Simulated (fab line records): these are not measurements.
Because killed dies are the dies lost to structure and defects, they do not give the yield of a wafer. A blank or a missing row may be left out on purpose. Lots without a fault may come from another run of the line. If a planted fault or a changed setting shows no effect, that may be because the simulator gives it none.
Which tool did it?    flow n5Finfet    39 wafers from 13 lots sampled at 4 of the route's 1938 steps

## WHAT THE GAUGES READ, wafer by wafer
No reading from a measuring or inspecting step in the record can be judged against a usual standard deviation.

## TOOL THAT RAN EACH LOT (tool first, then ch and the chambers of the sampled wafers, then the start)
lot   N5_ILD0_CMP_07                N5_ILD0_ALD_15                   N5_SDB_HM_DEP_00                N5_PASSIVATION_PROBE_49
L856  cmp-04 ch 0,2,3, day 3 13:31  aldSin-04 ch 0,2,3, day 3 14:36  pecvd-03 ch 0,1,2, day 3 17:09  prober-02, day 11 11:57
L857  cmp-02 ch 0,2,3, day 3 21:11  aldSin-04 ch 0,2, day 3 22:28    pecvd-02 ch 1,2, day 4 01:02    -
L858  cmp-04 ch 0,2,3, day 4 01:06  aldSin-02 ch 1,2,3, day 4 02:02  pecvd-01 ch 1,2, day 4 04:36    -
L860  cmp-03 ch 0,1,3, day 4 14:02  aldSin-03 ch 0,3, day 4 15:22    pecvd-03 ch 1,2, day 4 17:55    -
L862  cmp-03 ch 0,1,2, day 5 06:02  aldSin-04 ch 0,2,3, day 5 07:02  pecvd-01 ch 0,1,2, day 5 09:46  -
L863  cmp-04 ch 1,2,3, day 5 14:19  aldSin-03 ch 0,3, day 5 15:13    pecvd-01 ch 0,1,2, day 5 17:49  -
L866  cmp-02 ch 0,2,3, day 6 02:08  aldSin-02 ch 1,2,3, day 6 03:14  pecvd-01 ch 1,2, day 6 05:47    -
L868  cmp-04 ch 2,3, day 6 12:37    aldSin-03 ch 0,2,3, day 6 14:08  pecvd-01 ch 0,1,2, day 6 17:46  prober-01, day 15 00:18
L867  cmp-03 ch 1,2,3, day 6 13:37  aldSin-04 ch 0,1,2, day 6 15:09  pecvd-02 ch 0,1,2, day 6 17:44  -
L872  cmp-02 ch 0,2,3, day 7 18:17  aldSin-03 ch 1,2,3, day 7 19:18  pecvd-02 ch 0,1, day 7 21:52    prober-01, day 16 11:56
L874  cmp-04 ch 1,3, day 8 05:39    aldSin-02 ch 0,1,3, day 8 06:37  pecvd-01 ch 1,2, day 8 09:11    -
L875  cmp-03 ch 0,2,3, day 8 12:02  aldSin-02 ch 0,1, day 8 12:59    pecvd-02 ch 0,1, day 8 15:33    -
L876  cmp-03 ch 0,1,3, day 8 14:29  aldSin-02 ch 0,1,2, day 8 16:09  pecvd-03 ch 0,1,2, day 8 18:43  -
- N5_ILD0_CMP_07: polishes SiO2 flowable, stops on poly-Si, t overpolish 1.18 s, target thk 138.88 nm.
- N5_ILD0_ALD_15: deposits SiNx, target thk 24 nm, pulse time 1 s, ald cycles 480.
- N5_SDB_HM_DEP_00: deposits SiNx from SiH4/NH3/N2, target thk 40 nm, time 35.3 s.
- N5_PASSIVATION_PROBE_49

## WHAT THE TOOLS THEMSELVES READ (means of the sampled wafers that have a number; where no wafer has one, the mark that the record gives instead)
N5_ILD0_CMP_07. Usual: edgeZonePressureFrac 1.000, standard deviation 0.0052; headPressurePsi 4.149 psi, standard deviation 0.0092; motorCurrentA 12.6 A, standard deviation 1.1.
lot   tool    edgeZonePressureFrac  headPressurePsi (psi)  motorCurrentA (A)  flag
L856  cmp-04  1.000                 4.159                  13.5               
L857  cmp-02  1.001                 4.150                  12.0               
L858  cmp-04  0.996                 4.150                  13.3               
L860  cmp-03  1.001                 4.142                  13.1               
L862  cmp-03  0.999                 4.142                  12.5               
L863  cmp-04  1.002                 4.139                  13.1               
L866  cmp-02  1.003                 2.840                  9.5                OFF
L868  cmp-04  1.003                 4.152                  13.4               
L867  cmp-03  1.000                 4.143                  12.8               
L872  cmp-02  0.993                 2.834                  9.3                OFF
L874  cmp-04  1.001                 4.156                  11.5               
L875  cmp-03  1.000                 4.153                  12.5               
L876  cmp-03  0.998                 4.146                  13.1               

N5_ILD0_ALD_15. Usual: chamberPressureTorr 2.000 Torr, standard deviation 0.004; heaterPowerW 832 W, standard deviation 110; precursorPulseHeightRel 0.999, standard deviation 0.023.
lot   tool       chamberPressureTorr (Torr)  heaterPowerW (W)  precursorPulseHeightRel  flag
L856  aldSin-04  1.998                       844               1.006                    
L857  aldSin-04  2.002                       897               1.002                    
L858  aldSin-02  1.995                       848               0.981                    
L860  aldSin-03  2.002                       821               1.004                    
L862  aldSin-04  2.001                       835               0.997                    
L863  aldSin-03  2.001                       811               0.999                    
L866  aldSin-02  2.001                       815               1.021                    
L868  aldSin-03  2.001                       785               0.996                    
L867  aldSin-04  2.005                       911               1.009                    
L872  aldSin-03  2.001                       767               0.990                    
L874  aldSin-02  1.997                       756               0.999                    
L875  aldSin-02  1.999                       815               1.017                    
L876  aldSin-02  1.998                       864               0.997                    

N5_SDB_HM_DEP_00. Usual: chamberPressureTorr 1.499 Torr, standard deviation 0.0033; heaterPowerW 785 W, standard deviation 93; showerheadPlenumPTorr 5.14 Torr, standard deviation 0.088; throttleValvePct 39.0 %, standard deviation 1.4.
lot   tool      chamberPressureTorr (Torr)  heaterPowerW (W)  showerheadPlenumPTorr (Torr)  throttleValvePct (%)  flag
L856  pecvd-03  1.500                       815               5.08                          38.7                  
L857  pecvd-02  1.501                       770               5.20                          41.1                  
L858  pecvd-01  1.498                       692               5.23                          37.4                  
L860  pecvd-03  1.501                       802               5.04                          39.4                  
L862  pecvd-01  1.500                       753               5.15                          38.2                  
L863  pecvd-01  1.499                       828               5.15                          38.3                  
L866  pecvd-01  1.498                       717               5.21                          38.2                  
L868  pecvd-01  1.500                       797               5.15                          38.0                  
L867  pecvd-02  1.502                       790               5.16                          40.0                  
L872  pecvd-02  1.499                       825               5.10                          40.0                  
L874  pecvd-01  1.501                       728               5.22                          37.4                  
L875  pecvd-02  1.497                       784               5.13                          40.9                  
L876  pecvd-03  1.498                       780               5.08                          38.9                  

N5_PASSIVATION_PROBE_49. Usual: killed_at_M0_to_M3 34, standard deviation 8.9; killed_at_M4_up 13, standard deviation 5; killedAtContacts 12, standard deviation 7; killedAtFrontEnd 38, standard deviation 11; killedAtOther 3.2, standard deviation 2.9; killedDies 99, standard deviation 16; killedOpen 65, standard deviation 13; killedShort 32, standard deviation 7.6.
lot   tool       killed_at_M0_to_M3  killed_at_M4_up  killedAtContacts  killedAtFrontEnd  killedAtOther  killedDies  killedOpen  killedShort  flag
L856  prober-02  44                  16               8                 36                1.7            105         67          33           
L868  prober-01  32                  9                8                 33                6.7            89          54          30           
L872  prober-01  35                  13               14                39                2.7            104         72          30           

## THE ANSWER, worked out from the rows above alone
Rule: take the mean of a lot's wafers that have a number; if it is more than 3 standard deviations from the usual mean, the lot is off. Also off: a lot with no number at a reading for which 4 or more lots have one. Any other lot the step has rows for is counted as sound. The gauges are gone through in route order, then the tools' own readings, and for those a lot's mean is taken as printed above. At the first step where some lot is off, the reading lying furthest off is the one used; lots without a number count as furthest.
Off at N5_ILD0_CMP_07 (headPressurePsi): L866, L872.
A tool fits if, at that step or a process step before it, it ran every lot that is off, and no sound lot after the first of them. One fits: N5_ILD0_CMP_07 on cmp-02. A fault onset in the window from L857 (day 3 21:11, its last sound lot) to L866 (day 6 02:08, its first lot off) fits.
The tool's own readings at N5_ILD0_CMP_07 bear it out: on the lots that are off they differ by more than 5 times the standard deviation of the sound lots' means. headPressurePsi reads 2.837 psi there against 4.148 psi on the sound lots; motorCurrentA reads 9.4 A there against 12.8 A on the sound lots.

## WHAT WAS PUT IN BY THE SIMULATOR
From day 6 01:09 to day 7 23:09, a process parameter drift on cmp-02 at N5_ILD0_CMP_07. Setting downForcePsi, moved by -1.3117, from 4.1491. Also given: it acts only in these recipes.
Shown lots that were struck: L866, L872. Same finding as the rule above.
